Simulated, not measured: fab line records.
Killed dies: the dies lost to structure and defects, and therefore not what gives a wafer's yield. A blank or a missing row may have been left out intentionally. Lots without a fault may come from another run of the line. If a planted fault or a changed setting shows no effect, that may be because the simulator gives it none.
A lot that was struck, set against a sound lot :: flow nandHarc :: 32 steps out of a route of 1159
Sound: wafers L902.1, L902.3, L902.4. The struck wafers were L910.1, L910.5, L910.6. Last of all comes the cause.
Per side, at each step with rows, come the tool, then ch with its chambers, and then its first start. Under that, the readings that differ: sound wafers :: struck wafers :: difference of the means :: sigmas: that difference in standard deviations of wafers without a fault.
alike: readings whose means differ by less than 2 such deviations, and words and numbers that are the same on both sides. not compared: withheld readings, readings that some wafer has no value for, bounds like >300 that may hide the same value, and numbers for which the record gives no deviation and whose values overlap.
The two part at a step that has a row with sigmas, a row that says differs or no value, or rows on one side only. Numbers that have no deviation but don't overlap get no sigmas and don't part them. Lack of a reading on every wafer of one side parts them only where that side has two or more wafers.

first, 5 steps without rows for these wafers: NHARC_A_ONON_D1_DEP_19 (target thk 1000 nm); NHARC_A_ONON_D1_DEP_22 (target thk 1000 nm); NHARC_A_ONON_D1_DEP_25 (target thk 1000 nm); NHARC_A_ONON_D1_DEP_28 (target thk 1000 nm); NHARC_A_ONON_D1_DEP_33 (deposits SiO2, target thk 200 nm).
NHARC_A_CHANNEL_HOLE_D1_DEP_00: deposits aC, target thk 3100 nm.
  sound on aclDep-02 ch 0, day 8 16:55; struck on aclDep-02 ch 0, day 10 17:27
  alike: throttleValvePct
then, 25 steps without rows for these wafers: NHARC_A_CHANNEL_HOLE_D1_DEP_01 (deposits SiON, target thk 140 nm); NHARC_A_CHANNEL_HOLE_D1_DEHYDRATE_02 (time 120 s); NHARC_A_CHANNEL_HOLE_D1_HMDS_03 (time 30 s); NHARC_A_CHANNEL_HOLE_D1_COAT_36 (time 75 s); NHARC_A_CHANNEL_HOLE_D1_COAT_37 (time 65 s); NHARC_A_CHANNEL_HOLE_D1_COAT_04 (resist thk 90 nm); NHARC_A_CHANNEL_HOLE_D1_SOFTBAKE_05 (time 55 s); NHARC_A_CHANNEL_HOLE_D1_EBR_06; NHARC_A_CHANNEL_HOLE_D1_EXPOSE_07 (exposes mask HOLE D1, target cd 100 nm); NHARC_A_CHANNEL_HOLE_D1_PEB_08 (peb time 65 s); NHARC_A_CHANNEL_HOLE_D1_DEVELOP_09 (develop time 35 s); NHARC_A_CHANNEL_HOLE_D1_DESCUM_15 (chemistry O2, time 3 s); NHARC_A_CHANNEL_HOLE_D1_ETCH_38 (etches the open film in CF4, target depth 39 nm, time 65 s); NHARC_A_CHANNEL_HOLE_D1_ETCH_39 (etches the open film in N2/H2, target depth 260 nm, time 325 s); NHARC_A_CHANNEL_HOLE_D1_ETCH_34 (etches the open film in CF4/CHF3, target depth 154 nm, time 77 s); NHARC_A_CHANNEL_HOLE_D1_ETCH_16 (etches the open film in O2/COS, target depth 3100 nm, time 806 s); NHARC_A_CHANNEL_HOLE_D1_ETCH_19 (etches the open film in C4F8/O2/Ar, time 34.5 s); NHARC_A_CHANNEL_HOLE_D1_ETCH_20 (etches the open film in C4F8/O2/Ar, time 361.9 s, target depth 1600 nm); NHARC_A_CHANNEL_HOLE_D1_ETCH_21 (etches the open film in C4F8/O2/Ar, time 514.3 s, target depth 1600 nm); NHARC_A_CHANNEL_HOLE_D1_ETCH_22 (etches the open film in C4F8/O2/Ar, time 666.7 s, target depth 1600 nm); NHARC_A_CHANNEL_HOLE_D1_ETCH_23 (etches the open film in C4F8/O2/Ar, time 819 s, target depth 1600 nm); NHARC_A_CHANNEL_HOLE_D1_ETCH_24 (etches the open film in C4F8/O2/Ar, time 906.2 s, target depth 1500 nm); NHARC_A_CHANNEL_HOLE_D1_ETCH_25 (etches the open film in C4F8/O2/Ar, time 1040.2 s, target depth 1500 nm); NHARC_A_CHANNEL_HOLE_D1_ETCH_26 (etches the open film in C4F8/O2/Ar, time 224.1 s, target depth 300 nm); NHARC_A_CHANNEL_HOLE_D1_ETCH_33 (etches the open film in C4F8/O2/Ar, time 90 s, target depth 400 nm).
-- record jumps: 11 days between struck wafers' starts before vs after; left off in module A_CHANNEL_HOLE_D1, resumes in module END, first step shown is number 1159 of the route --
NHARC_END_SORT_01:
  at this point the record logs the struck wafers (prober-02 ch 0, day 21 09:34) and has no rows for the sound ones

## WHERE THEY PART
NHARC_END_SORT_01 only, going by this record.

WHY: what the simulator had put in
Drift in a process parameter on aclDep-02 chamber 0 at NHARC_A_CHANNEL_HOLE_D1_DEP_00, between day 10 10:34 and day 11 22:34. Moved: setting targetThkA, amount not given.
